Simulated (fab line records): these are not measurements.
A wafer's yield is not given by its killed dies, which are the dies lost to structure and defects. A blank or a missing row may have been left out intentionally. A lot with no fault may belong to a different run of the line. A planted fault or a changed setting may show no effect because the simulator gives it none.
The same fault as seen by 2 desks / flow n5_finfet / each desk has only its own numbers; what lay behind them comes last

== AT THE TOOL OWNER'S DESK: rie_diel-01 ==
The tool's own readings at N5_BEOL_M14_TRENCH_ETCH_34 (etches SiO2 in C4F8/O2/Ar, target depth 556.65 nm, time 126.9 s): means of the sampled wafers that have a number, for each lot that ran on this tool. Any lot whose mean is over 4 standard deviations away from the usual mean is out of limits and marked OUT; that distance is given in the brackets.
Columns: A = C4F8_flow_sccm at N5_BEOL_M14_TRENCH_ETCH_34, usual 16.00 sccm; B = drypump_motor_current_A at N5_BEOL_M14_TRENCH_ETCH_34, usual 5.8 A; C = oes_product_au at N5_BEOL_M14_TRENCH_ETCH_34, usual 0.79 a.u.; D = rf_vpp_V at N5_BEOL_M14_TRENCH_ETCH_34, usual 2226 V; E = showerhead_plenum_p_Torr at N5_BEOL_M14_TRENCH_ETCH_34, usual 3.43 Torr; F = throttle_valve_pct at N5_BEOL_M14_TRENCH_ETCH_34, usual 31.0 %
lot=L554; first seen here=day 12 14:56; A=15.97; B=5.8; C=0.78; D=2228; E=3.44; F=30.7
lot=L553; first seen here=day 13 02:02; A=16.00; B=5.8; C=0.79; D=2232; E=3.41; F=31.0
lot=L557; first seen here=day 14 09:57; A=16.06; B=5.5; C=0.81; D=2228; E=3.35; F=31.4
Result from this desk: across the 3 lots, nothing is out of limits.

== AT THE METROLOGY DESK ==
What the gauges read, lot by lot, whatever tool the lot ran on: means of the sampled wafers that have a number. Any lot whose mean is over 4 standard deviations away from the usual mean is out of limits and marked OUT; that distance is given in the brackets. Of its 23 readings 7 are shown: the one that was out of limits first, and those that lie furthest out on some lot.
Columns: A = trench_depth_nm at N5_BEOL_M14_OCD_MEAS_35, usual 556 nm; B = M14_THK at N5_BEOL_M14_THK_MEAS_50, usual 571 nm; C = M14_RS at N5_BEOL_M14_RS_MEAS_54, usual 0.0332 ohm/sq; D = SERP_M14 at N5_BEOL_M15_RC_MEAS_101, usual 0.1604 ohm/um; E = SERP_M14_max_site at N5_BEOL_M15_RC_MEAS_101, usual 0.1621 ohm/um; F = SERP_M5 at N5_BEOL_M15_RC_MEAS_101, usual 38.8 ohm/um; G = SERP_M6 at N5_BEOL_M15_RC_MEAS_101, usual 13.6 ohm/um
lot=L554; first seen here=day 12 14:25; A=560; B=571; C=0.0330; D=0.1584; E=0.1604; F=37.4; G=13.5
lot=L553; first seen here=day 13 00:58; A=556; B=566; C=0.0332; D=0.1594; E=0.1610; F=42.3; G=13.6
lot=L557; first seen here=day 14 09:11; A=780 (+29) OUT; B=810 (+27) OUT; C=0.0235 (-20) OUT; D=0.1133 (-17) OUT; E=0.1143 (-17) OUT; F=39.5; G=14.6
lot=L563; first seen here=day 14 22:30; A=556; B=569; C=0.0332; D=0.1610; E=0.1628; F=38.3; G=13.5
lot=L564; first seen here=day 15 11:57; A=563; B=575; C=0.0327; D=0.1579; E=0.1595; F=39.9; G=13.8
lot=L566; first seen here=day 15 18:26; A=554; B=564; C=0.0333; D=0.1599; E=0.1618; F=39.3; G=13.0
lot=L568; first seen here=day 16 18:00; A=558; B=574; C=0.0330; D=0.1598; E=0.1618; F=38.0; G=13.6
This desk's verdict: out of limits on L557, starting with L557 at day 14 10:04 (trench_depth_nm at N5_BEOL_M14_OCD_MEAS_35). Within limits: L554, L553, L563, L564, L566, L568.

== TAKEN TOGETHER ==
L557 would have let the metrology desk raise an alarm at day 14 10:04.
Nothing out of limits was seen by the tool owner's desk.
The tool owner's desk has L557 on record, within its limits.
The lots listed all ran N5_BEOL_M14_TRENCH_ETCH_34 on rie_diel-01.

== WHAT THE SIMULATOR HAD PUT IN ==
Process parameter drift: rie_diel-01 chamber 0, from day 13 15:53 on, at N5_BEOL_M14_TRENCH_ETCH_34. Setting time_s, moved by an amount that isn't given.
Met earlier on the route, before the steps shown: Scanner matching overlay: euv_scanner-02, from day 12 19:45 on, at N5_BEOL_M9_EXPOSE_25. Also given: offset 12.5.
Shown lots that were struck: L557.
Delay in hours, fault start to first out-of-limits reading, per desk: metrology desk 18.
